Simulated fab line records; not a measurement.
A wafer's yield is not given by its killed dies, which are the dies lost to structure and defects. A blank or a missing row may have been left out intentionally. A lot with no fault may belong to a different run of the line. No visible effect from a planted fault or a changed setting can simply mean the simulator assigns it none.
The tool behind it: which one? / flow nandHarc / Sampling: 12 lots, 36 wafers, 5 of 1159 route steps

== WHAT THE GAUGES READ, wafer by wafer ==
NHARC_END_SORT_01. Usual: killedAtArray 28, standard deviation 11; killedAtOther 0.7, standard deviation 0.88; killedAtPeriphery 3.1, standard deviation 2.2; killedDies 31, standard deviation 12; killedOpen 3.3, standard deviation 2; killedShort 2.0, standard deviation 1.6.
lot=L904; measured=day 19 19:25; on=prober-01; killedAtArray=23 24 19; killedAtOther=1 2 1; killedAtPeriphery=4 4 6; killedDies=28 30 26; killedOpen=3 4 0; killedShort=1 4 1; flag=
lot=L905; measured=day 20 03:12; on=prober-01; killedAtArray=22 19 21; killedAtOther=0 0 1; killedAtPeriphery=6 3 1; killedDies=28 22 23; killedOpen=3 0 1; killedShort=3 1 1; flag=
lot=L909; measured=day 20 19:28; on=prober-01; killedAtArray=16 20 15; killedAtOther=2 0 1; killedAtPeriphery=3 1 4; killedDies=21 21 20; killedOpen=7 2 5; killedShort=1 1 0; flag=
lot=L911; measured=day 21 07:41; on=prober-02; killedAtArray=16 23 28; killedAtOther=1 1 1; killedAtPeriphery=4 1 1; killedDies=21 25 30; killedOpen=1 1 4; killedShort=0 2 1; flag=
lot=L910; measured=day 21 08:29; on=prober-01; killedAtArray=33 32 28; killedAtOther=0 1 0; killedAtPeriphery=5 3 2; killedDies=38 36 30; killedOpen=4 5 1; killedShort=4 1 1; flag=
lot=L912; measured=day 21 20:15; on=prober-02; killedAtArray=20 14 14; killedAtOther=1 2 1; killedAtPeriphery=2 1 0; killedDies=23 17 15; killedOpen=2 2 1; killedShort=6 6 0; flag=
lot=L914; measured=day 21 22:43; on=prober-01; killedAtArray=27 25 23; killedAtOther=0 1 1; killedAtPeriphery=3 4 4; killedDies=30 30 28; killedOpen=3 1 5; killedShort=3 2 3; flag=
lot=L916; measured=day 22 14:23; on=prober-01; killedAtArray=28 29 24; killedAtOther=1 0 0; killedAtPeriphery=1 6 2; killedDies=30 35 26; killedOpen=1 5 0; killedShort=2 2 4; flag=
lot=L917; measured=day 23 16:56; on=prober-01; killedAtArray=33 23 30; killedAtOther=1 3 0; killedAtPeriphery=0 2 4; killedDies=34 28 34; killedOpen=1 4 2; killedShort=3 2 2; flag=
lot=L921; measured=day 24 18:03; on=prober-02; killedAtArray=11 12 13; killedAtOther=0 0 0; killedAtPeriphery=10 3 0; killedDies=21 15 13; killedOpen=4 7 4; killedShort=3 1 1; flag=
lot=L920; measured=day 24 05:43; on=prober-02; killedAtArray=43 37 44; killedAtOther=1 0 3; killedAtPeriphery=2 0 2; killedDies=46 37 49; killedOpen=4 4 2; killedShort=2 2 1; flag=
lot=L924; measured=day 25 10:22; on=prober-02; killedAtArray=43 42 39; killedAtOther=0 0 0; killedAtPeriphery=9 7 3; killedDies=52 49 42; killedOpen=2 8 8; killedShort=1 2 1; flag=

== WHAT TOOL EACH LOT RAN ON (gives the tool, then ch and the chambers of the sampled wafers, and finally the start) ==
lot=L904; NHARC_A_STAIRCASE_ETCH_23=rieDiel-07 ch 0,2,3, day 11 13:19 or earlier; NHARC_A_STAIRCASE_EXPOSE_181=krfScanner-03 ch 0, day 11 13:19; NHARC_A_STAIRCASE_TRIM_189=rieDiel-01 ch 0,1,2, day 19 19:25 or earlier; NHARC_A_STAIRCASE_ETCH_190=rieDiel-01 ch 0,1,3, day 19 19:25 or earlier
lot=L905; NHARC_A_STAIRCASE_ETCH_23=rieDiel-07 ch 0,1, day 11 17:54 or earlier; NHARC_A_STAIRCASE_EXPOSE_181=krfScanner-02 ch 0, day 11 17:54; NHARC_A_STAIRCASE_TRIM_189=rieDiel-11 ch 0,2, day 20 03:12 or earlier; NHARC_A_STAIRCASE_ETCH_190=rieDiel-11 ch 0,1, day 20 03:12 or earlier
lot=L909; NHARC_A_STAIRCASE_ETCH_23=rieDiel-07 ch 2,3, day 12 00:21 or earlier; NHARC_A_STAIRCASE_EXPOSE_181=krfScanner-01 ch 0, day 12 00:21; NHARC_A_STAIRCASE_TRIM_189=rieDiel-01 ch 2,3, day 20 19:28 or earlier; NHARC_A_STAIRCASE_ETCH_190=rieDiel-01 ch 2,3, day 20 19:28 or earlier
lot=L911; NHARC_A_STAIRCASE_ETCH_23=rieDiel-11 ch 0,2,3, day 12 22:08 or earlier; NHARC_A_STAIRCASE_EXPOSE_181=krfScanner-02 ch 0, day 12 22:08; NHARC_A_STAIRCASE_TRIM_189=rieDiel-01 ch 1,2,3, day 21 07:41 or earlier; NHARC_A_STAIRCASE_ETCH_190=rieDiel-01 ch 1,2, day 21 07:41 or earlier
lot=L910; NHARC_A_STAIRCASE_ETCH_23=rieDiel-01 ch 2,3, day 12 22:23 or earlier; NHARC_A_STAIRCASE_EXPOSE_181=krfScanner-01 ch 0, day 12 22:23; NHARC_A_STAIRCASE_TRIM_189=rieDiel-07 ch 0,1,2, day 21 08:29 or earlier; NHARC_A_STAIRCASE_ETCH_190=rieDiel-07 ch 1,2, day 21 08:29 or earlier
lot=L912; NHARC_A_STAIRCASE_ETCH_23=rieDiel-07 ch 0,1,2, day 13 14:34 or earlier; NHARC_A_STAIRCASE_EXPOSE_181=krfScanner-02 ch 0, day 13 14:34; NHARC_A_STAIRCASE_TRIM_189=rieDiel-01 ch 0,1,2, day 21 20:15 or earlier; NHARC_A_STAIRCASE_ETCH_190=rieDiel-01 ch 1,3, day 21 20:15 or earlier
lot=L914; NHARC_A_STAIRCASE_ETCH_23=rieDiel-11 ch 0,2,3, day 13 18:41 or earlier; NHARC_A_STAIRCASE_EXPOSE_181=krfScanner-01 ch 0, day 13 18:41; NHARC_A_STAIRCASE_TRIM_189=rieDiel-11 ch 0,2,3, day 21 22:43 or earlier; NHARC_A_STAIRCASE_ETCH_190=rieDiel-11 ch 0,1,3, day 21 22:43 or earlier
lot=L916; NHARC_A_STAIRCASE_ETCH_23=rieDiel-11 ch 0,1,2, day 14 17:31 or earlier; NHARC_A_STAIRCASE_EXPOSE_181=krfScanner-02 ch 0, day 14 17:31; NHARC_A_STAIRCASE_TRIM_189=rieDiel-01 ch 0,1,2, day 22 14:23 or earlier; NHARC_A_STAIRCASE_ETCH_190=rieDiel-01 ch 1,2,3, day 22 14:23 or earlier
lot=L917; NHARC_A_STAIRCASE_ETCH_23=rieDiel-07 ch 0,1,2, day 14 23:05 or earlier; NHARC_A_STAIRCASE_EXPOSE_181=krfScanner-03 ch 0, day 14 23:05; NHARC_A_STAIRCASE_TRIM_189=rieDiel-11 ch 0,1,2, day 23 16:56 or earlier; NHARC_A_STAIRCASE_ETCH_190=rieDiel-11 ch 1,2, day 23 16:56 or earlier
lot=L921; NHARC_A_STAIRCASE_ETCH_23=rieDiel-07 ch 0,2,3, day 15 13:22 or earlier; NHARC_A_STAIRCASE_EXPOSE_181=krfScanner-02 ch 0, day 15 13:22; NHARC_A_STAIRCASE_TRIM_189=rieDiel-01 ch 0,3, day 24 18:03 or earlier; NHARC_A_STAIRCASE_ETCH_190=rieDiel-01 ch 0,1,3, day 24 18:03 or earlier
lot=L920; NHARC_A_STAIRCASE_ETCH_23=rieDiel-01 ch 1,2,3, day 15 15:05 or earlier; NHARC_A_STAIRCASE_EXPOSE_181=krfScanner-02 ch 0, day 15 15:05; NHARC_A_STAIRCASE_TRIM_189=rieDiel-07 ch 0,1,3, day 24 05:43 or earlier; NHARC_A_STAIRCASE_ETCH_190=rieDiel-07 ch 0,2,3, day 24 05:43 or earlier
lot=L924; NHARC_A_STAIRCASE_ETCH_23=rieDiel-01 ch 1,3, day 16 01:49 or earlier; NHARC_A_STAIRCASE_EXPOSE_181=krfScanner-01 ch 0, day 16 01:49; NHARC_A_STAIRCASE_TRIM_189=rieDiel-07 ch 0,1, day 25 10:22 or earlier; NHARC_A_STAIRCASE_ETCH_190=rieDiel-07 ch 0,1, day 25 10:22 or earlier
- NHARC_A_STAIRCASE_ETCH_23: etches the open film in C4F8/O2, target depth 100 nm, time 40.5 s.
- NHARC_A_STAIRCASE_EXPOSE_181: exposes mask STAIR 2.
- NHARC_A_STAIRCASE_TRIM_189: chemistry O2, time 211.2 s.
- NHARC_A_STAIRCASE_ETCH_190: etches the open film in C4F8/O2, target depth 100 nm, time 40.5 s.

== WHAT THE TOOLS THEMSELVES READ (means of the sampled wafers that have a number; where no wafer has one, the mark that the record gives instead) ==
NHARC_A_STAIRCASE_ETCH_23. Usual: biasW 1000 W, standard deviation 3.1; oesProductAu 0.948 a.u., standard deviation 0.015; rfVppV 894 V, standard deviation 5.
lot=L904; tool=rieDiel-07; biasW (W)=998; oesProductAu (a.u.)=0.956; rfVppV (V)=896; flag=
lot=L905; tool=rieDiel-07; biasW (W)=1005; oesProductAu (a.u.)=0.946; rfVppV (V)=896; flag=
lot=L909; tool=rieDiel-07; biasW (W)=1002; oesProductAu (a.u.)=0.929; rfVppV (V)=899; flag=
lot=L911; tool=rieDiel-11; biasW (W)=1001; oesProductAu (a.u.)=0.944; rfVppV (V)=893; flag=
lot=L910; tool=rieDiel-01; biasW (W)=998; oesProductAu (a.u.)=0.970; rfVppV (V)=893; flag=
lot=L912; tool=rieDiel-07; biasW (W)=1002; oesProductAu (a.u.)=0.960; rfVppV (V)=893; flag=
lot=L914; tool=rieDiel-11; biasW (W)=996; oesProductAu (a.u.)=0.938; rfVppV (V)=894; flag=
lot=L916; tool=rieDiel-11; biasW (W)=1001; oesProductAu (a.u.)=0.935; rfVppV (V)=893; flag=
lot=L917; tool=rieDiel-07; biasW (W)=1002; oesProductAu (a.u.)=0.963; rfVppV (V)=894; flag=
lot=L921; tool=rieDiel-07; biasW (W)=1000; oesProductAu (a.u.)=0.939; rfVppV (V)=895; flag=
lot=L920; tool=rieDiel-01; biasW (W)=999; oesProductAu (a.u.)=0.931; rfVppV (V)=893; flag=
lot=L924; tool=rieDiel-01; biasW (W)=1000; oesProductAu (a.u.)=0.939; rfVppV (V)=894; flag=

NHARC_A_STAIRCASE_EXPOSE_181. Usual: exposureDoseMJCm2 at 27.869, with a standard deviation of 0.027.
lot=L904 tool=krfScanner-03 exposureDoseMJCm2=27.880 flag=
lot=L905 tool=krfScanner-02 exposureDoseMJCm2=27.851 flag=
lot=L909 tool=krfScanner-01 exposureDoseMJCm2=27.892 flag=
lot=L911 tool=krfScanner-02 exposureDoseMJCm2=27.873 flag=
lot=L910 tool=krfScanner-01 exposureDoseMJCm2=27.870 flag=
lot=L912 tool=krfScanner-02 exposureDoseMJCm2=27.866 flag=
lot=L914 tool=krfScanner-01 exposureDoseMJCm2=27.821 flag=
lot=L916 tool=krfScanner-02 exposureDoseMJCm2=27.859 flag=
lot=L917 tool=krfScanner-03 exposureDoseMJCm2=27.885 flag=
lot=L921 tool=krfScanner-02 exposureDoseMJCm2=36.717 flag=OFF
lot=L920 tool=krfScanner-02 exposureDoseMJCm2=36.740 flag=OFF
lot=L924 tool=krfScanner-01 exposureDoseMJCm2=27.891 flag=

NHARC_A_STAIRCASE_TRIM_189. Usual: drypumpMotorCurrentA 5.7 A, standard deviation 0.61; oesProductAu 1.003 a.u., standard deviation 0.013; rfVppV 57.5 V, standard deviation 0.87; showerheadPlenumPTorr 3.46 Torr, standard deviation 0.14; throttleValvePct 17.035 %, standard deviation 0.0093.
lot=L904; tool=rieDiel-01; drypumpMotorCurrentA (A)=5.8; oesProductAu (a.u.)=1.007; rfVppV (V)=57.0; showerheadPlenumPTorr (Torr)=3.44; throttleValvePct (%)=17.037; flag=
lot=L905; tool=rieDiel-11; drypumpMotorCurrentA (A)=5.4; oesProductAu (a.u.)=0.991; rfVppV (V)=58.0; showerheadPlenumPTorr (Torr)=3.47; throttleValvePct (%)=17.043; flag=
lot=L909; tool=rieDiel-01; drypumpMotorCurrentA (A)=5.4; oesProductAu (a.u.)=1.015; rfVppV (V)=57.6; showerheadPlenumPTorr (Torr)=3.41; throttleValvePct (%)=17.035; flag=
lot=L911; tool=rieDiel-01; drypumpMotorCurrentA (A)=5.3; oesProductAu (a.u.)=1.012; rfVppV (V)=57.3; showerheadPlenumPTorr (Torr)=3.47; throttleValvePct (%)=17.025; flag=
lot=L910; tool=rieDiel-07; drypumpMotorCurrentA (A)=6.1; oesProductAu (a.u.)=1.005; rfVppV (V)=58.0; showerheadPlenumPTorr (Torr)=3.47; throttleValvePct (%)=17.034; flag=
lot=L912; tool=rieDiel-01; drypumpMotorCurrentA (A)=5.9; oesProductAu (a.u.)=1.012; rfVppV (V)=57.1; showerheadPlenumPTorr (Torr)=3.43; throttleValvePct (%)=17.036; flag=
lot=L914; tool=rieDiel-11; drypumpMotorCurrentA (A)=5.6; oesProductAu (a.u.)=0.999; rfVppV (V)=57.6; showerheadPlenumPTorr (Torr)=3.45; throttleValvePct (%)=17.040; flag=
lot=L916; tool=rieDiel-01; drypumpMotorCurrentA (A)=5.8; oesProductAu (a.u.)=1.005; rfVppV (V)=57.1; showerheadPlenumPTorr (Torr)=3.43; throttleValvePct (%)=17.035; flag=
lot=L917; tool=rieDiel-11; drypumpMotorCurrentA (A)=5.4; oesProductAu (a.u.)=0.995; rfVppV (V)=57.3; showerheadPlenumPTorr (Torr)=3.43; throttleValvePct (%)=17.029; flag=
lot=L921; tool=rieDiel-01; drypumpMotorCurrentA (A)=6.0; oesProductAu (a.u.)=1.003; rfVppV (V)=56.8; showerheadPlenumPTorr (Torr)=3.34; throttleValvePct (%)=17.036; flag=
lot=L920; tool=rieDiel-07; drypumpMotorCurrentA (A)=5.7; oesProductAu (a.u.)=1.010; rfVppV (V)=57.5; showerheadPlenumPTorr (Torr)=3.56; throttleValvePct (%)=17.035; flag=
lot=L924; tool=rieDiel-07; drypumpMotorCurrentA (A)=5.7; oesProductAu (a.u.)=1.010; rfVppV (V)=57.0; showerheadPlenumPTorr (Torr)=3.40; throttleValvePct (%)=17.040; flag=

NHARC_A_STAIRCASE_ETCH_190. Usual: biasW 1000 W, standard deviation 3.1; oesProductAu 0.944 a.u., standard deviation 0.015; rfVppV 893 V, standard deviation 5.3.
lot=L904; tool=rieDiel-01; biasW (W)=999; oesProductAu (a.u.)=0.940; rfVppV (V)=893; flag=
lot=L905; tool=rieDiel-11; biasW (W)=998; oesProductAu (a.u.)=0.919; rfVppV (V)=895; flag=
lot=L909; tool=rieDiel-01; biasW (W)=1000; oesProductAu (a.u.)=0.954; rfVppV (V)=891; flag=
lot=L911; tool=rieDiel-01; biasW (W)=1000; oesProductAu (a.u.)=0.966; rfVppV (V)=897; flag=
lot=L910; tool=rieDiel-07; biasW (W)=996; oesProductAu (a.u.)=0.935; rfVppV (V)=896; flag=
lot=L912; tool=rieDiel-01; biasW (W)=1000; oesProductAu (a.u.)=0.956; rfVppV (V)=896; flag=
lot=L914; tool=rieDiel-11; biasW (W)=1001; oesProductAu (a.u.)=0.933; rfVppV (V)=892; flag=
lot=L916; tool=rieDiel-01; biasW (W)=1000; oesProductAu (a.u.)=0.956; rfVppV (V)=894; flag=
lot=L917; tool=rieDiel-11; biasW (W)=1003; oesProductAu (a.u.)=0.933; rfVppV (V)=889; flag=
lot=L921; tool=rieDiel-01; biasW (W)=1002; oesProductAu (a.u.)=0.945; rfVppV (V)=893; flag=
lot=L920; tool=rieDiel-07; biasW (W)=1000; oesProductAu (a.u.)=0.933; rfVppV (V)=894; flag=
lot=L924; tool=rieDiel-07; biasW (W)=1002; oesProductAu (a.u.)=0.950; rfVppV (V)=891; flag=

== THE ANSWER, worked out from the rows above alone ==
Rule: lot off if the mean of its wafers having a number is beyond 3 standard deviations from the usual mean. Also off: a lot with no number at a reading for which 4 or more lots have one. All remaining lots with rows at the step are treated as sound. First the gauges in route order, then the tools' own readings, where a lot's mean is used as printed above. At the first step where some lot is off, the reading lying furthest off is the one used; lots without a number count as furthest.
Off: L921, L920 (NHARC_A_STAIRCASE_EXPOSE_181, exposureDoseMJCm2).
If a tool, at that step or one of the process steps before it, ran each lot that is off and ran no sound lot following the first of them, it fits. NHARC_A_STAIRCASE_ETCH_23: start missing for some lots; hours and lot order therefore follow NHARC_A_STAIRCASE_EXPOSE_181. One fits: NHARC_A_STAIRCASE_EXPOSE_181 on krfScanner-02. A fault onset in the window from L916 (day 14 17:31, its last sound lot) to L921 (day 15 13:22, its first lot off) fits.
On the lots that are off, the tool's own readings at NHARC_A_STAIRCASE_EXPOSE_181 differ by more than 5 times the standard deviation of the sound lots' means, which bears it out; exposureDoseMJCm2 reads 36.728 there versus 27.869 on the sound lots.

== WHAT WAS PUT IN BY THE SIMULATOR ==
Process parameter drift: krfScanner-02, from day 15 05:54 on, at NHARC_A_STAIRCASE_EXPOSE_181. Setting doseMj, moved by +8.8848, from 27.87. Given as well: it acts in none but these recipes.
Shown lots that were struck: L920, L921. The rule given above showed the same thing.
